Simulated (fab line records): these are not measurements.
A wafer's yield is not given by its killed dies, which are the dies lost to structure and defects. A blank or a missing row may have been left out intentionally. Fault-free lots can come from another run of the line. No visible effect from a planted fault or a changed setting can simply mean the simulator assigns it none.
What tool caused it? / flow n5-finfet / 36 wafers from 12 lots sampled at 3 of the route's 1938 steps

== WHAT EACH GAUGE READ, for each wafer ==
N5_BEOL_M15_CD_MEAS_17: the cd target is 360 nm.
lot=L075; measured=day 11 19:47; on=cd-sem-01; cd-nm (nm)=358.3 359.5 357.9
lot=L076; measured=day 12 12:21; on=cd-sem-01; cd-nm (nm)=361.7 358.7 360.3
lot=L079; measured=day 12 19:22; on=cd-sem-03; cd-nm (nm)=362.4 360.6 364.4
lot=L081; measured=day 13 00:02; on=cd-sem-01; cd-nm (nm)=360.9 361.3 361.0
lot=L082; measured=day 13 11:03; on=cd-sem-01; cd-nm (nm)=360.6 361.5 361.2
lot=L085; measured=day 14 05:13; on=cd-sem-03; cd-nm (nm)=362.9 361.1 364.4
lot=L087; measured=day 14 13:56; on=cd-sem-03; cd-nm (nm)=362.3 359.8 362.1
lot=L090; measured=day 15 03:19; on=cd-sem-02; cd-nm (nm)=360.8 362.3 361.8
lot=L093; measured=day 15 15:54; on=cd-sem-02; cd-nm (nm)=361.7 361.7 360.0
lot=L094; measured=day 16 09:11; on=cd-sem-03; cd-nm (nm)=360.7 362.2 362.1
lot=L095; measured=day 16 10:32; on=cd-sem-02; cd-nm (nm)=360.9 360.2 359.9
lot=L097; measured=day 17 15:29; on=cd-sem-03; cd-nm (nm)=361.7 361.7 361.1

== WHICH TOOL RAN EACH LOT (tool, then ch and the chambers of the sampled wafers, then the start) ==
lot=L075; N5_BEOL_M14_ETCH_68=rie-diel-05 ch 0,1,3, day 11 11:53; N5_BEOL_M14_SPUTTER_43=pvd-sputter-01, day 11 15:16
lot=L076; N5_BEOL_M14_ETCH_68=rie-diel-05 ch 1,2,3, day 12 04:44; N5_BEOL_M14_SPUTTER_43=pvd-sputter-01, day 12 08:08
lot=L079; N5_BEOL_M14_ETCH_68=rie-diel-06 ch 1,3, day 12 14:39; N5_BEOL_M14_SPUTTER_43=pvd-sputter-01, day 12 15:52
lot=L081; N5_BEOL_M14_ETCH_68=rie-diel-06 ch 1,2,3, day 12 20:46; N5_BEOL_M14_SPUTTER_43=pvd-sputter-02, day 12 21:37
lot=L082; N5_BEOL_M14_ETCH_68=rie-diel-01 ch 1,2,3, day 13 03:48; N5_BEOL_M14_SPUTTER_43=pvd-sputter-03, day 13 08:40
lot=L085; N5_BEOL_M14_ETCH_68=rie-diel-01 ch 1,2, day 14 00:49; N5_BEOL_M14_SPUTTER_43=pvd-sputter-02, day 14 02:41
lot=L087; N5_BEOL_M14_ETCH_68=rie-diel-05 ch 0,2, day 14 06:41; N5_BEOL_M14_SPUTTER_43=pvd-sputter-01, day 14 11:04
lot=L090; N5_BEOL_M14_ETCH_68=rie-diel-05 ch 1,2,3, day 14 23:21; N5_BEOL_M14_SPUTTER_43=pvd-sputter-02, day 15 00:41
lot=L093; N5_BEOL_M14_ETCH_68=rie-diel-06 ch 0,1,3, day 15 10:20; N5_BEOL_M14_SPUTTER_43=pvd-sputter-01, day 15 13:23
lot=L094; N5_BEOL_M14_ETCH_68=rie-diel-05 ch 1,2, day 16 02:23; N5_BEOL_M14_SPUTTER_43=pvd-sputter-01, day 16 06:48
lot=L095; N5_BEOL_M14_ETCH_68=rie-diel-01 ch 0,1,3, day 16 06:46; N5_BEOL_M14_SPUTTER_43=pvd-sputter-02, day 16 07:41
lot=L097; N5_BEOL_M14_ETCH_68=rie-diel-01 ch 1,3, day 17 11:42; N5_BEOL_M14_SPUTTER_43=pvd-sputter-01, day 17 13:06
- N5_BEOL_M14_ETCH_68: etches SOC in N2/H2, time 450 s.
- N5_BEOL_M14_SPUTTER_43: material TaN, target thk 15 nm, time 24.19 s.

== THE ANSWER, worked out from the rows above alone ==
Rule: the usual values come from the lots themselves. Put in order of their means at a reading, lots are off if they are a third of the lots or fewer, leave a main group of 4 or more, and stand apart from it by a gap of 3 or more times the standard deviation of the main group's means; of several such gaps the widest counts. Not used: any main group whose means are identical at the precision the tables above print for the reading. A lot without any number at a reading at which 4 lots or more have one is off too. All remaining lots with rows at the step are treated as sound.
Across all readings shown, no lot is off: no conclusion can be drawn from this.

== WHAT THE SIMULATOR HAD INSERTED ==
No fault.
